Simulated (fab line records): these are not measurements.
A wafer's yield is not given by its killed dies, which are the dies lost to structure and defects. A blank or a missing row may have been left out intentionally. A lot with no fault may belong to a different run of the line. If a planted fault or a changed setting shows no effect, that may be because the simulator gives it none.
Split-lot study + flow n5_finfet + 39 wafers read from 7 lots, route of 1938 steps

SPLIT DETAILS
At N5_FIN_SAQP_HM_DEP_03 (deposits SiNx from SiH4/NH3/N2, target thk 38 nm, time 33.6 s), the setting time_s was moved away from the recipe's 33.6 s on 12 of the 39 wafers read, by +5.6% to +12.0%. All remaining wafers had this setting at the recipe value.

FROM THE SPLIT TO THE READING: what the file shows between them, 8 steps
- N5_FIN_SAQP_THK_MEAS_05
- N5_FIN_SAQP_PECVD_47: deposits a-Si from SiH4/He, target thk 45 nm, time 36.3 s
- N5_FIN_SAQP_PECVD_48: deposits SiNx from SiH4/NH3/N2, target thk 25 nm, time 22.1 s
- N5_FIN_SAQP_MANDREL2_REMOVE_60: chemistry HBr/Cl2/O2, target a-Si, stops on SiNx, bt time 10 s
- N5_FIN_SAQP_HM_OPEN_33: chemistry CH3F/O2, target SiNx, target depth 49.4 nm, time 70.6 s
- N5_FIN_SAQP_ETCH_34: etches SiO2 in C4F6/O2, target depth 45 nm, time 15 s
- N5_FIN_SAQP_STRIP_77: strips in N2/H2, time 90 s
- N5_FIN_SAQP_ETCH_64: etches SiO2 in CF4, target depth 1.5 nm

THE READING
SiNx_of_FIN_SAQP_HM_DEP_03.thk_nm (the simulator's own value, which no gauge read), in nm, at N5_FIN_SAQP_FIN_ETCH_36 (etches the open film in HBr/Cl2/O2, target depth 120 nm, time 50.4 s). No usual value for it is given in the file. Across the 27 wafers here that went through the recipe, the average is 21.3 nm and the standard deviation 0.82 nm.

| wafer  | tool, chamber at the split | time_s as run, s | against the recipe | SiNx_of_FIN_SAQP_HM_DEP_03.thk_nm, nm | against lot-mates on the recipe |
|--------|----------------------------|------------------|--------------------|---------------------------------------|---------------------------------|
| L074.2 | pecvd-02, 2                | 33.6             | recipe             | 20                                    | -                               |
| L074.4 | pecvd-02, 1                | 33.6             | recipe             | 21.4                                  | -                               |
| L074.5 | pecvd-02, 0                | 33.6             | recipe             | 22.2                                  | -                               |
| L076.1 | pecvd-03, 1                | 36.9             | +9.8%              | 25                                    | +3.3                            |
| L076.2 | pecvd-03, 0                | 33.6             | recipe             | 21.6                                  | -                               |
| L076.3 | pecvd-03, 2                | 36.9             | +9.8%              | 24.4                                  | +2.7                            |
| L076.4 | pecvd-03, 2                | 33.6             | recipe             | 21.4                                  | -                               |
| L076.5 | pecvd-03, 0                | 33.6             | recipe             | 22.2                                  | -                               |
| L076.6 | pecvd-03, 1                | 36.9             | +9.8%              | 26                                    | +4.3                            |
| L078.1 | pecvd-02, 0                | 36.64            | +9.0%              | 25                                    | +3.3                            |
| L078.2 | pecvd-02, 1                | 33.6             | recipe             | 21                                    | -                               |
| L078.3 | pecvd-02, 0                | 36.64            | +9.0%              | 26                                    | +4.3                            |
| L078.4 | pecvd-02, 1                | 36.64            | +9.0%              | 24.6                                  | +2.9                            |
| L078.5 | pecvd-02, 1                | 33.6             | recipe             | 21.8                                  | -                               |
| L078.6 | pecvd-02, 0                | 33.6             | recipe             | 22.4                                  | -                               |
| L088.1 | pecvd-01, 0                | 35.48            | +5.6%              | 23.2                                  | +1.3                            |
| L088.2 | pecvd-01, 1                | 33.6             | recipe             | 20.8                                  | -                               |
| L088.3 | pecvd-01, 2                | 33.6             | recipe             | 21.8                                  | -                               |
| L088.4 | pecvd-01, 1                | 33.6             | recipe             | 23                                    | -                               |
| L088.5 | pecvd-01, 0                | 35.48            | +5.6%              | 23.8                                  | +1.9                            |
| L088.6 | pecvd-01, 2                | 35.48            | +5.6%              | 23.6                                  | +1.7                            |
| L090.1 | pecvd-03, 0                | 33.6             | recipe             | 21.6                                  | -                               |
| L090.2 | pecvd-03, 2                | 33.6             | recipe             | 19.6                                  | -                               |
| L090.3 | pecvd-03, 1                | 33.6             | recipe             | 20.2                                  | -                               |
| L090.4 | pecvd-03, 1                | 33.6             | recipe             | 21.2                                  | -                               |
| L090.5 | pecvd-03, 0                | 33.6             | recipe             | 22.6                                  | -                               |
| L090.6 | pecvd-03, 2                | 33.6             | recipe             | 20.4                                  | -                               |
| L093.1 | pecvd-03, 2                | 37.63            | +12.0%             | 24.6                                  | +2.9                            |
| L093.2 | pecvd-03, 1                | 37.63            | +12.0%             | 26.4                                  | +4.7                            |
| L093.3 | pecvd-03, 0                | 33.6             | recipe             | 21.2                                  | -                               |
| L093.4 | pecvd-03, 2                | 33.6             | recipe             | 21.8                                  | -                               |
| L093.5 | pecvd-03, 1                | 37.63            | +12.0%             | 27.4                                  | +5.7                            |
| L093.6 | pecvd-03, 0                | 33.6             | recipe             | 22                                    | -                               |
| L095.1 | pecvd-01, 0                | 33.6             | recipe             | 20                                    | -                               |
| L095.2 | pecvd-01, 1                | 33.6             | recipe             | 20.6                                  | -                               |
| L095.3 | pecvd-01, 2                | 33.6             | recipe             | 21.6                                  | -                               |
| L095.4 | pecvd-01, 2                | 33.6             | recipe             | 21.4                                  | -                               |
| L095.5 | pecvd-01, 0                | 33.6             | recipe             | 21.2                                  | -                               |
| L095.6 | pecvd-01, 1                | 33.6             | recipe             | 21.2                                  | -                               |

THE FIT
A straight line over all 39 wafers: SiNx_of_FIN_SAQP_HM_DEP_03.thk_nm changes by +0.401 nm for each +1% of time_s; r = +0.91; the points scatter about the line by 0.82 nm.
The same after taking each lot's own level away (the mean of its wafers on the recipe; 39 wafers): +0.363 nm for each +1%; r = +0.91; scatter 0.76 nm.
That fit puts the effect of the largest move of time_s on the reading at 4.4 nm.
Across the lots, their own levels run from 20.93 to 21.87 nm, a range of 1.1 times the standard deviation given above.
Hence the slope depends on the lot-to-lot level, as the two fits are not the same.
Check: with one of the wafers moved furthest among these (+12.0%) left out of the fit, the line predicts +4.56 nm for it against its lot-mates. Against them it came out at +2.93 nm.

THE WHOLE CHAIN: every reading that the file lists as answering this split, in the file's order
| step                    | what it does                                                         | reading                                                                            | change (the file's fit)               | r (the file's) |
|-------------------------|----------------------------------------------------------------------|------------------------------------------------------------------------------------|---------------------------------------|----------------|
| N5_FIN_SAQP_HM_DEP_03   | deposits SiNx from SiH4/NH3/N2, target thk 38 nm, time 33.6 s        | SiNx_of_FIN_SAQP_HM_DEP_03.thk_nm (the simulator's own value, which no gauge read) | +0.369 nm for each +1% of the setting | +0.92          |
| N5_FIN_SAQP_THK_MEAS_05 |                                                                      | thk_nm                                                                             | withheld for each +1% of the setting  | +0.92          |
| N5_FIN_SAQP_HM_OPEN_33  | chemistry CH3F/O2, target SiNx, target depth 49.4 nm, time 70.6 s    | etch.depth_nm (the simulator's own value, which no gauge read)                     | +0.368 nm for each +1% of the setting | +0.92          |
| N5_FIN_SAQP_FIN_ETCH_36 | etches the open film in HBr/Cl2/O2, target depth 120 nm, time 50.4 s | SiNx_of_FIN_SAQP_HM_DEP_03.thk_nm (the simulator's own value, which no gauge read) | +0.361 nm for each +1% of the setting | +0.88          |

THE FILE'S OWN FIT
SiNx_of_FIN_SAQP_HM_DEP_03.thk_nm changes by +0.361 nm for each +1% of time_s, r = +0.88.
